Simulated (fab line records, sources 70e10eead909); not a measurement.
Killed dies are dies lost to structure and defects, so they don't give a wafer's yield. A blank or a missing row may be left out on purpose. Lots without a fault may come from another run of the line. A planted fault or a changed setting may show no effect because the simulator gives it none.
fab line records | flow nand_harc
record lots=11 wafers=33 last_day=24
route steps=1159 shown P_M2@348 P_BONDPAD@372 END@1159
lots that met no fault: from a run of the same line without faults
start_h: hours from the record's first day to the start of the lot's first wafer shown | wait_h: hours since the lot's step before | " the same as in the row above | L1.1+2: a row that stands for several wafers | - no value, or no start given | * or withheld: withheld | < > ~ a bound
route shown NAME@n: a module of which the file shows steps, and the number in the route of the first | usual: mean/standard deviation of fault-free wafers | same: alike in all rows | chamber/n: place in a boat | sites: the reading at each site | _std_site: their standard deviation | _edge_site: outer sites' mean less inner sites' | radius_mm: how far each site lies from the wafer's centre | mask NAME#n: copy n | behind: the tool/chamber that last shaped the wafer | hold: why the lot was held/for how many hours/how that ended | device: the transistor (n, p or np) that didn't switch | end of line: the same wafers' tests at the end of the route | a step without rows: its recipe alone | killed: dies lost to structure and defects at the first sort, not the wafer's yield | map: a wafer's dies, x killed, . not, _ none there
set.NAME: the setting as run; set.NAME@STEP: as run at that earlier step | model.NAME: the simulator's own value behind a step, which no gauge read
steps of the route over a sample of lots; a table a step, a row a wafer
services: from which hour (start_h, from the record's first day; less than 0 if before it) a tool's chamber was out of use, for how many hours, and why
## steps
# step NHARC_P_M2_INSPECT_27
# usual raw_defect_count=298/97
# columns lot.wafer tool chamber start_h wait_h raw_defect_count
L897.2 defect_inspect-02 - 128.51 0.0 323
L897.4 " - " " 370
L897.5 " - " " 252
L898.3 defect_inspect-01 - 138.14 0.0 213
L898.4 " - " " 201
L898.6 " - " " 283
L900.1 defect_inspect-01 - 145.72 0.0 226
L900.2 " - " " 263
L900.4 " - " " 273
L912.1 defect_inspect-02 - 229.05 0.0 211
L912.2 " - " " 291
L912.4 " - " " 296
L915.1 defect_inspect-02 - 235.45 0.0 192
L915.3 " - " " 230
L915.5 " - " " 138
L914.1 defect_inspect-02 - 238.87 0.0 305
L914.2 " - " " 164
L914.5 " - " " 165
L916.1 defect_inspect-02 - 240.93 0.0 546
L916.2 " - " " 527
L916.6 " - " " 461
L917.1 defect_inspect-01 - 249.54 0.0 442
L917.5 " - " " 359
L917.6 " - " " 339
L918.1 defect_inspect-01 - 252.60 0.0 399
L918.4 " - " " 368
L918.5 " - " " 417
L919.2 defect_inspect-02 - 256.15 0.0 356
L919.4 " - " " 277
L919.6 " - " " 379
L920.1 defect_inspect-02 - 260.54 0.0 306
L920.2 " - " " 328
L920.4 " - " " 428
# step NHARC_P_BONDPAD_ETCH_24
# recipe target_depth_a=300 over_etch_frac=0.3 time_s=72.99 ion_energy_ev=150 cf4_flow_sccm=50 n2_flow_sccm=100 ar_flow_sccm=150 rf_w=300 bias_w=100 chemistry=CF4/N2
# usual drypump_motor_current_A=5.5/0.42 oes_product_au=1.004/0.0081 rf_vpp_V=316.3/1.8 run_length_s=94.3/0.45 showerhead_plenum_p_Torr=2.75/0.096 throttle_valve_pct=19.794/0.0084
# same over_etch_frac=0.3
# columns lot.wafer tool chamber start_h wait_h drypump_motor_current_A oes_product_au rf_hours_counter_h rf_vpp_V run_length_s showerhead_plenum_p_Torr throttle_valve_pct
L897.4 rie_diel-11 1 131.23 - 5.6 1.021 11 316.8 93.8 2.78 19.783
L897.2 " 3 " " 5.6 1.011 12 316.8 94.6 2.82 19.788
L897.5 " 1 " " 5.6 1.011 - 317.0 94.3 2.78 19.793
L898.4 rie_diel-11 3 140.67 - 5.6 0.992 13 317.0 94.6 2.82 19.795
L898.3 " 1 " " 5.6 1.007 12 316.9 94.4 2.78 19.778
L898.6 " 0 " " 5.5 1.006 - 316.8 94.4 2.82 19.800
L900.2 rie_diel-11 0 148.32 - 5.5 0.996 13 317.3 77.7 2.81 19.790
L900.4 " 2 " " 4.6 1.010 13 317.3 93.8 2.81 19.793
L900.1 " 3 " " 5.6 0.995 13 316.6 94.7 2.82 19.791
L912.1 rie_diel-11 3 231.79 - 5.6 1.009 2 316.4 94.5 2.82 19.807
L912.4 " 0 " " 5.5 1.005 3 318.1 94.6 2.81 19.772
L912.2 " 2 " " 4.7 1.004 2 317.7 93.8 2.81 19.791
L915.1 rie_diel-12 0 237.98 - 6.1 1.008 7 317.9 93.6 2.76 19.792
L915.3 " 2 " " 5.2 0.996 8 312.0 94.1 2.52 19.796
L915.5 " 3 " " 5.8 1.003 - 314.7 94.1 2.63 19.800
L914.2 rie_diel-12 2 241.32 - 5.2 0.996 9 311.5 93.7 2.52 19.810
L914.1 " 0 " " 6.1 1.010 8 317.0 93.7 2.76 19.790
L914.5 " 2 " " 5.2 0.997 - 313.5 93.8 2.52 19.790
L916.2 rie_diel-11 2 243.42 - 4.7 1.008 4 317.7 93.6 2.81 19.789
L916.1 " 1 " " 5.7 1.002 4 317.4 93.8 2.78 19.804
L916.6 " 3 " " 5.6 1.002 - 316.8 94.7 2.82 19.801
L917.1 rie_diel-06 0 252.14 - 5.6 1.001 0 316.3 93.9 2.67 19.788
L917.5 " 2 " " 5.8 0.994 - 316.7 94.6 2.76 19.782
L917.6 " 3 " " 5.5 0.999 - 319.1 94.4 2.81 19.797
L918.1 rie_diel-11 1 255.42 - 5.6 1.011 5 317.3 94.1 2.78 19.791
L918.4 " 2 " " 4.7 1.016 5 317.8 93.7 2.80 19.792
L918.5 " 3 " " 5.7 1.003 - 318.7 94.8 2.82 19.798
L919.2 rie_diel-11 3 258.82 - 5.6 1.006 5 318.7 94.6 2.82 19.783
L919.4 " 0 " " 5.5 0.998 5 317.3 94.2 2.81 19.770
L919.6 " 2 " " 4.7 1.015 - 315.7 94.1 2.81 19.806
L920.4 rie_diel-11 0 263.11 - 5.5 1.006 6 316.8 94.3 2.81 19.797
L920.1 " 1 " " 5.6 1.018 7 315.5 93.7 2.77 19.801
L920.2 " 2 " " 4.6 1.011 6 318.5 94.5 2.80 19.791
# step NHARC_P_BONDPAD_CMP_19
# recipe t_overpolish_s=30 cu_recess_touch_s=16 target_thk_nm=160.81
# usual motor_current_A=12.1/1.4 overpolish_run_s=30.002/0.0093 slurry_flow_ml_min=150.0/0.48
# columns lot.wafer tool chamber start_h wait_h motor_current_A overpolish_run_s slurry_flow_ml_min
L897.4 cmp-03 1 132.88 - 11.9 29.996 150.1
L897.2 " 0 " " 13.8 30.018 149.7
L897.5 " 1 " " 12.0 29.998 151.0
L898.3 cmp-04 0 142.15 - 14.8 29.995 150.1
L898.4 " 1 " " 9.3 30.003 149.9
L898.6 " 0 " " 14.9 29.991 149.7
L900.4 cmp-04 0 149.81 - 13.7 30.011 150.4
L900.1 " 1 " " 10.0 30.013 150.1
L900.2 " 3 " " 11.5 29.994 149.6
L912.4 cmp-03 0 233.29 - 13.8 29.998 150.1
L912.2 " 2 " " 10.9 30.002 149.5
L912.1 " 3 " " 10.8 30.004 149.4
L915.3 cmp-04 1 239.52 - 10.5 30.012 149.9
L915.1 " 2 " " 12.4 30.001 151.2
L915.5 " 3 " " 12.1 30.010 150.7
L914.1 cmp-03 3 242.92 - 10.9 29.989 149.6
L914.2 " 0 " " 14.3 29.999 149.3
L914.5 " 1 " " 12.0 30.001 150.0
L916.2 cmp-04 0 244.95 - 14.5 30.004 149.4
L916.1 " 3 " " 12.2 30.012 149.6
L916.6 " 0 " " 14.4 29.999 149.9
L917.1 cmp-02 3 253.71 - 12.5 30.004 149.6
L917.6 " 2 " " 11.3 29.998 149.3
L917.5 " 3 " " 12.7 29.991 149.8
L918.1 cmp-04 0 256.89 - 15.7 30.011 149.3
L918.4 " 3 " " 12.2 29.997 149.5
L918.5 " 0 " " 15.1 29.998 150.2
L919.4 cmp-04 1 260.35 - 10.0 29.998 150.1
L919.2 " 3 " " 11.8 30.004 149.8
L919.6 " 1 " " 9.9 30.006 149.8
L920.2 cmp-02 2 264.62 - 10.8 30.000 150.3
L920.4 " 3 " " 12.8 30.006 149.0
L920.1 " 0 " " 13.3 30.006 150.5
# step NHARC_P_BONDPAD_THK_MEAS_20
# recipe thk_meas_gauge=xrf
# usual thk_nm=160.9/1.2
# columns lot.wafer tool chamber start_h wait_h thk_nm
L897.2 film_metro-02 - 133.21 - 161.7
L897.4 " - " " 159.1
L897.5 " - " " 161.9
L898.3 film_metro-02 - 142.48 - 161.9
L898.4 " - " " 160.5
L898.6 " - " " 161.6
L900.1 film_metro-01 - 150.14 - 160.3
L900.2 " - " " 160.2
L900.4 " - " " 161.1
L912.1 film_metro-02 - 233.61 - 160.8
L912.2 " - " " 159.6
L912.4 " - " " 162.2
L915.1 film_metro-02 - 239.79 - 160.1
L915.3 " - " " 161.6
L915.5 " - " " 160.5
L914.1 film_metro-01 - 243.18 - 161.3
L914.2 " - " " 162.8
L914.5 " - " " 163.0
L916.1 film_metro-02 - 245.27 - 159.5
L916.2 " - " " 159.9
L916.6 " - " " 161.7
L917.1 film_metro-02 - 254.00 - 161.1
L917.5 " - " " 163.5
L917.6 " - " " 159.8
L918.1 film_metro-01 - 257.21 - 162.1
L918.4 " - " " 157.7
L918.5 " - " " 159.2
L919.2 film_metro-01 - 260.64 - 161.1
L919.4 " - " " 160.9
L919.6 " - " " 160.4
L920.1 film_metro-02 - 264.92 - 161.8
L920.2 " - " " 160.6
L920.4 " - " " 161.9
# step NHARC_END_SORT_01
# recipe temp_c=25
# usual defect_limited_yield=95.4/1.6 killed_at_array=27/11 killed_at_other=0.8/1.4 killed_at_periphery=3.3/2 killed_dies=31/11 killed_open=3.4/1.8 killed_short=2.1/1.3 sort_bin_2_pct=1.4/0.7 sort_bin_3_pct=0.24/0.21 sort_bin_4_pct=2.9/1 sort_n_pass=646/11 sort_rim_yield_pct=95.4/2.8 sort_yield_pct=95.4/1.6
# same gross_dies=677 sort_bin_5_pct[%]=0 sort_bin_6_pct[%]=0 sort_bin_7_pct[%]=0 sort_bin_8_pct[%]=0 sort_rim_n_gross=106.00
# columns lot.wafer tool chamber start_h wait_h defect_limited_yield[%] killed_at_array killed_at_other killed_at_periphery killed_dies killed_open killed_short sort_bin_2_pct[%] sort_bin_3_pct[%] sort_bin_4_pct[%] sort_n_pass sort_rim_yield_pct[%] sort_yield_pct[%]
L912.1 prober-02 0 538.28 2.5 93.6 38 2 3 43 3 2 3.0 0.44 3.0 634 85.8 93.6
L912.2 prober-02 0 539.09 2.8 94.4 34 1 3 38 2 4 1.3 0.44 3.8 639 95.3 94.4
L912.4 prober-02 0 540.71 3.4 93.8 32 4 6 42 4 0 2.4 0 3.8 635 92.5 93.8
# killed by level:class
L912.1 A_CHANNEL_HOLE_D1:chamber_film_flake=20 A_SLIT:chamber_film_flake=10 A_STAIRCASE:chamber_film_flake=5 P_GATE:chamber_film_flake=2 P_CONTACT:geometric_particle:open=1 A_CHANNEL_HOLE_D1:geometric_particle:open=1 A_SGD_CUT:geometric_particle:short=1 A_M0:geometric_particle:open=1
L912.2 A_CHANNEL_HOLE_D1:chamber_film_flake=15 A_SLIT:chamber_film_flake=11 P_GATE:chamber_film_flake=3 A_WL_FILL:geometric_particle:short=2 A_CHANNEL_FILL_D1:geometric_particle:short=1 A_CONTACT:geometric_particle:short=1 A_CONTACT:geometric_particle:open=1 A_BLC:geometric_particle:open=1
L912.4 A_SLIT:chamber_film_flake=17 A_CHANNEL_HOLE_D1:chamber_film_flake=12 THIN_TSV:chamber_film_flake=4 P_CONTACT:geometric_particle:open=2 P_GATE:chamber_film_flake=2 P_STI:geometric_particle:open=1 A_M0:geometric_particle:open=1 P_STI:chamber_film_flake=1
## services
# columns tool chamber start_h hours kind
rie_diel-11 2 109.19 7.4 repair
rie_diel-12 2 113.53 6.6 repair
rie_diel-11 0 119.52 - clean
rie_diel-11 1 119.52 - clean
rie_diel-11 2 119.52 - clean
rie_diel-11 3 119.52 - clean
cmp-02 - 128.50 4.0 pm
rie_diel-12 3 138.02 3.7 repair
rie_diel-11 2 149.65 5.6 repair
cmp-02 - 153.24 1.5 repair
cmp-03 - 157.17 4.0 pm
rie_diel-12 3 170.97 13.6 repair
rie_diel-11 - 189.50 9.0 pm
cmp-04 - 197.43 1.3 repair
rie_diel-12 2 200.30 15.2 repair
rie_diel-12 - 202.84 9.0 pm
cmp-04 - 204.98 4.0 pm
cmp-02 - 206.34 1.3 repair
cmp-03 - 218.23 0.4 repair
cmp-02 - 226.59 4.0 pm
cmp-04 - 227.00 1.6 repair
cmp-04 - 235.24 0.9 repair
rie_diel-06 - 241.34 9.0 pm
cmp-03 - 255.17 4.0 pm
## key
first_sign step=NHARC_P_BONDPAD_ETCH_24 reading=run_length_s direction=down sigmas=37 usual=* struck=*
effect none on later readings
met_at NHARC_P_BONDPAD_ETCH_24
struck_lots L900
struck_wafers L900.2
not_acting_at NHARC_P_M2_INSPECT_27,NHARC_P_BONDPAD_CMP_19,NHARC_P_BONDPAD_THK_MEAS_20
onset_between 140.67 148.32
fault kind=process_parameter_drift tool=rie_diel-11 chamber=0 onset_h=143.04 steps=NHARC_P_BONDPAD_ETCH_24 channel=time_s offset=* shape=step end_h=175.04 acts_in=* stated=*
